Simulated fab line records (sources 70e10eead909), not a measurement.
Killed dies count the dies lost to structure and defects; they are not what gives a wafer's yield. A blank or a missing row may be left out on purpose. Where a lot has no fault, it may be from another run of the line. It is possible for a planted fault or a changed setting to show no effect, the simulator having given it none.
Matching of chambers || flow nand_harc || NHARC_A_CHANNEL_HOLE_D2_DESCUM_15 on rie_diel-06 has 4 sister chambers
The step chemistry O2, time 3 s. 4 wafers are shown with their chamber, then 10 later ones without.

WAFERS PAIRED WITH THEIR CHAMBERS
{"wafer": "L085.3", "chamber": 1, "showerhead_plenum_p_Torr (Torr)": 1.95}
{"wafer": "L085.6", "chamber": 3, "showerhead_plenum_p_Torr (Torr)": 1.81}
{"wafer": "L087.2", "chamber": 2, "showerhead_plenum_p_Torr (Torr)": 1.79}
{"wafer": "L087.5", "chamber": 0, "showerhead_plenum_p_Torr (Torr)": 1.99}

WAFERS MISSING THEIR CHAMBER
{"wafer": "L087.6", "showerhead_plenum_p_Torr (Torr)": 1.81}
{"wafer": "L091.2", "showerhead_plenum_p_Torr (Torr)": 1.81}
{"wafer": "L091.3", "showerhead_plenum_p_Torr (Torr)": 1.95}
{"wafer": "L091.5", "showerhead_plenum_p_Torr (Torr)": 1.79}
{"wafer": "L093.1", "showerhead_plenum_p_Torr (Torr)": 1.78}
{"wafer": "L093.5", "showerhead_plenum_p_Torr (Torr)": 1.99}
{"wafer": "L093.6", "showerhead_plenum_p_Torr (Torr)": 1.95}
{"wafer": "L095.3", "showerhead_plenum_p_Torr (Torr)": 1.95}
{"wafer": "L095.5", "showerhead_plenum_p_Torr (Torr)": 1.99}
{"wafer": "L095.6", "showerhead_plenum_p_Torr (Torr)": 1.95}

CHAMBER TAKEN BY EACH
{"wafer": "L087.6", "from the rows above": 3, "in truth": 3}
{"wafer": "L091.2", "from the rows above": 3, "in truth": 3}
{"wafer": "L091.3", "from the rows above": 1, "in truth": 1}
{"wafer": "L091.5", "from the rows above": 2, "in truth": 2}
{"wafer": "L093.1", "from the rows above": 2, "in truth": 2}
{"wafer": "L093.5", "from the rows above": 0, "in truth": 0}
{"wafer": "L093.6", "from the rows above": 1, "in truth": 1}
{"wafer": "L095.3", "from the rows above": 1, "in truth": 1}
{"wafer": "L095.5", "from the rows above": 0, "in truth": 0}
{"wafer": "L095.6", "from the rows above": 1, "in truth": 1}
10 of 10 placed correctly. Left unplaced by these rows: 0. Number placed wrongly: 0.
How it was worked out, from the rows above alone: a wafer's distance from a chamber is the root of the sum, over the readings, of the square of ((its reading less the chamber's mean) divided by the reading's scatter). The wafer belongs to the nearest chamber; if the next one is less than 2 further off, it can't be placed. For every chamber, the mean is computed from those of its wafers that are shown. The scatter: with one shown wafer a chamber, the root of the mean of the squares of how far each hidden wafer lies from its nearest shown one.
